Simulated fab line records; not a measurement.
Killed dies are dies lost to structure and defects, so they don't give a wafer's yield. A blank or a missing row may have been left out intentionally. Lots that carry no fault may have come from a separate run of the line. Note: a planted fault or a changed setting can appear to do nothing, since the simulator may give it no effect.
Split-lot study + flow n5Finfet + 21 wafers read across 7 lots, on a route 1938 steps long

== SPLIT DETAILS ==
At N5_BEOL_M3_COAT_76 (time 60 s, resist thk 5 nm), the setting spinRpm was moved away from the recipe's 1500 rpm on 8 of the 21 wafers read, by -8.6% to +7.7%. All remaining wafers had this setting at the recipe value.

== FROM THE SPLIT TO THE READING: what the file shows between them, 3 steps ==
- N5_BEOL_M3_COAT_22: resist thk 30 nm
- N5_BEOL_M3_EBR_24
- N5_BEOL_M3_DESCUM_33: chemistry O2, time 7 s

== THE READING ==
etch.depthNm (the simulator's own value, which no gauge read), in nm, at N5_BEOL_M3_ETCH_77 (etches underlayer in N2/H2, target depth 6.5 nm, time 5.2 s). The file gives no usual value for it. The 13 wafers here that ran the recipe average 4.994 nm, standard deviation 0.0078 nm.

| wafer  | tool, chamber at the split | spinRpm as run, rpm | against the recipe | etch.depthNm, nm | against lot-mates on the recipe |
|--------|----------------------------|---------------------|--------------------|------------------|---------------------------------|
| L074.2 | lithoTrack-03, 0           | 1500                | recipe             | 4.98             | -                               |
| L074.4 | lithoTrack-03, 0           | 1457                | -2.9%              | 5.061            | +0.081                          |
| L074.6 | lithoTrack-03, 0           | 1457                | -2.9%              | 5.067            | +0.087                          |
| L075.3 | lithoTrack-01, 0           | 1414                | -5.7%              | 5.156            | +0.168                          |
| L075.5 | lithoTrack-01, 0           | 1500                | recipe             | 4.988            | -                               |
| L075.6 | lithoTrack-01, 0           | 1414                | -5.7%              | 5.148            | +0.160                          |
| L080.1 | lithoTrack-01, 0           | 1500                | recipe             | 4.984            | -                               |
| L080.2 | lithoTrack-01, 0           | 1500                | recipe             | 4.992            | -                               |
| L080.4 | lithoTrack-01, 0           | 1371                | -8.6%              | 5.216            | +0.228                          |
| L084.3 | lithoTrack-04, 0           | 1500                | recipe             | 5.008            | -                               |
| L084.4 | lithoTrack-04, 0           | 1500                | recipe             | 5.002            | -                               |
| L084.5 | lithoTrack-04, 0           | 1500                | recipe             | 5                | -                               |
| L088.2 | lithoTrack-04, 0           | 1500                | recipe             | 4.996            | -                               |
| L088.4 | lithoTrack-04, 0           | 1500                | recipe             | 4.992            | -                               |
| L088.6 | lithoTrack-04, 0           | 1500                | recipe             | 4.994            | -                               |
| L091.3 | lithoTrack-01, 0           | 1615                | +7.7%              | 4.803            | -0.186                          |
| L091.5 | lithoTrack-01, 0           | 1500                | recipe             | 4.988            | -                               |
| L091.6 | lithoTrack-01, 0           | 1500                | recipe             | 4.989            | -                               |
| L082.1 | lithoTrack-01, 0           | 1381                | -7.9%              | 5.22             | +0.216                          |
| L082.3 | lithoTrack-01, 0           | 1381                | -7.9%              | 5.202            | +0.198                          |
| L082.6 | lithoTrack-01, 0           | 1500                | recipe             | 5.004            | -                               |

THE FIT
A straight line over all 21 wafers: etch.depthNm changes by -0.0264 nm for each +1% of spinRpm; r = -1.00; the points scatter about the line by 0.0086 nm.
The same after taking each lot's own level away (the mean of its wafers on the recipe; 21 wafers): -0.0262 nm for each +1%; r = -1.00; scatter 0.0068 nm.
Per that fit: largest spinRpm move, reading shift of 0.23 nm.
Measured against the standard deviation above, the lots' own levels, which go from 4.9800 to 5.0040 nm, span 3.1 times it.
The two slopes are in agreement: the lot-to-lot level therefore moves the slope only a little.
Check: with one of the wafers moved furthest among these (-8.6%) left out of the fit, the line predicts +0.228 nm for it against its lot-mates. Against them it came out at +0.228 nm.

== ADDITIONAL SPLITS CARRIED BY THESE WAFERS ==
Before the reading, these wafers also passed through other splits. Each is held against what the fit with the lots' levels taken away leaves over:
| other split on the same wafers | wafers away from the commonest value | r with etch.depthNm (lot level and that fit taken away) |
|--------------------------------|--------------------------------------|---------------------------------------------------------|
| N5_BEOL_M0_CUTY_ETCH_63 timeS  | 4                                    | +0.32                                                   |
| N5_BEOL_M0_ETCH_138 sourceW    | 6                                    | +0.04                                                   |
| N5_BEOL_M1_COAT_61 spinRpm     | 5                                    | +0.12                                                   |
| N5_BEOL_M2_COAT_61 spinRpm     | 5                                    | +0.21                                                   |
| N5_BEOL_M2_COAT_62 spinRpm     | 4                                    | +0.26                                                   |
| N5_BEOL_M3_ETCH_64 timeS       | 10                                   | -0.02                                                   |

== FILE'S OWN FIT ==
etch.depthNm changes by -0.0262 nm for each +1% of spinRpm, r = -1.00.
